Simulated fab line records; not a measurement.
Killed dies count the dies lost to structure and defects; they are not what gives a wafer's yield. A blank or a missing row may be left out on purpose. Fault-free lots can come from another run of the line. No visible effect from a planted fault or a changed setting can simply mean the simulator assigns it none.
Struck lot and sound lot, side by side :: flow n5 finfet :: 22 steps out of a route of 1938
Sound: wafers L264.1, L264.2, L264.3. Wafers struck: L273.1, L273.3, L273.5. Last of all comes the cause.
Each step with rows lists, per side, the tool, then ch with its chambers, then its first start. Under that, the readings that differ: sound wafers :: struck wafers :: difference of the means :: sigmas: that difference in standard deviations of wafers without a fault.
alike: same words and numbers on both sides, and readings whose means sit less than 2 such deviations apart. not compared: any withheld reading, any reading some wafer has no value for, any bound like >300 that may hide the same value, and any number with overlapping values for which the record gives no deviation.
The two part at a step that has a row with sigmas, a row that says differs or no value, or rows on one side only. Numbers that have no deviation but don't overlap get no sigmas and don't part them. Lack of a reading on every wafer of one side parts them only where that side has two or more wafers.

first, 8 steps without rows for these wafers: N5_BEOL_M8_DESCUM_16 (chemistry O2, time 7.9 s); N5_BEOL_M8_ETCH_61 (etches SiARC in CF4, target depth 45.5 nm, time 75.8 s); N5_BEOL_M8_ETCH_62 (etches SOC in N2/H2, target depth 110 nm, overetch 22 nm, time 165 s); N5_BEOL_M8_STRIP_68 (strips in N2/H2); N5_BEOL_M8_STRIP_67 (strips in CF4); N5_BEOL_M8_HM_OPEN_17 (chemistry Cl2/BCl3, target TiN, target depth 20 nm, overetch 6 nm); N5_BEOL_M8_STRIP_19 (strips in O2); N5_BEOL_M8_COAT_63 (time 60 s, resist thk 60 nm).
N5_BEOL_M8_COAT_64: time 60 s, resist thk 12 nm.
  sound on litho track-01 ch 0, day 11 17:32; struck on litho track-01 ch 0, day 14 09:34
reading: spin speed rpm (rpm)
sound: 1500.2 1501.2 1500.7
struck: 1240.1 1240.9 1242.3
difference: -259.6
sigmas: -99 or more

reading: model.SiARC_of_BEOL_M8_COAT_64.thk nm (nm)
sound: 12 12 12
struck: 13.2 13.2 13.2
difference: +1.2
sigmas: 
  alike: plate temp C
then, 9 steps without rows for these wafers: N5_BEOL_M8_COAT_71 (time 60 s, resist thk 5 nm); N5_BEOL_M8_COAT_22 (resist thk 30 nm); N5_BEOL_M8_EBR_24; N5_BEOL_M8_SOFTBAKE_23 (time 60 s); N5_BEOL_M8_EXPOSE_25 (exposes mask V7, target cd 40 nm); N5_BEOL_M8_PEB_26 (peb time 60 s); N5_BEOL_M8_DEVELOP_27 (develop time 30 s); N5_BEOL_M8_DESCUM_33 (chemistry O2, time 7 s); N5_BEOL_M8_ETCH_72 (etches underlayer in N2/H2, target depth 6.5 nm, time 5.2 s).
N5_BEOL_M8_ETCH_65: etches SiARC in CF4, target depth 15.6 nm, time 26 s.
  sound on rie diel-03 ch 0,2,3, day 11 18:20; struck on rie diel-05 ch 0,2,3, day 14 10:00
reading: etch rf on time s (s)
sound: 26.3 26.6 26.1
struck: 28.9 28.3 29.6
difference: +2.6
sigmas: +6

reading: model.etch.depth nm (nm)
sound: 11.94 11.94 11.95
struck: 13.26 13.2 13.22
difference: +1.28
sigmas: 

reading: model.CAR-EUV_of_BEOL_M8_COAT_22.thk nm (nm)
sound: 11.4 11.4 11.2
struck: 10.2 10.2 10.2
difference: -1.1
sigmas: 
  alike: drypump motor current A, oes product au, rf vpp V, showerhead plenum p Torr, throttle valve pct
  not compared: rf hours counter h
N5_BEOL_M8_ETCH_66: etches SOC in N2/H2, target depth 80 nm, overetch 16 nm, time 120 s.
  sound on rie diel-03 ch 0,2,3, day 11 18:22; struck on rie diel-05 ch 0,2,3, day 14 10:02
reading: model.SiARC_of_BEOL_M8_COAT_64.thk nm (nm)
sound: 6.4 6.6 6.4
struck: 7.8 7.6 7.8
difference: +1.3
sigmas: 
  alike: drypump motor current A, oes product au, rf vpp V, showerhead plenum p Torr, throttle valve pct
  not compared: rf hours counter h
then, 2 steps without rows for these wafers: N5_BEOL_M8_STRIP_69 (strips in N2/H2); N5_PASSIVATION_PROBE_49.

== WHERE THEY PART ==
First at N5_BEOL_M8_COAT_64; last, within this record, at N5_BEOL_M8_ETCH_65. Later steps at which nothing parts them and some readings are alike: N5_BEOL_M8_ETCH_66.

WHY: what the simulator had put in
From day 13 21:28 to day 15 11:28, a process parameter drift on litho track-01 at N5_BEOL_M8_COAT_64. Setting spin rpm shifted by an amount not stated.
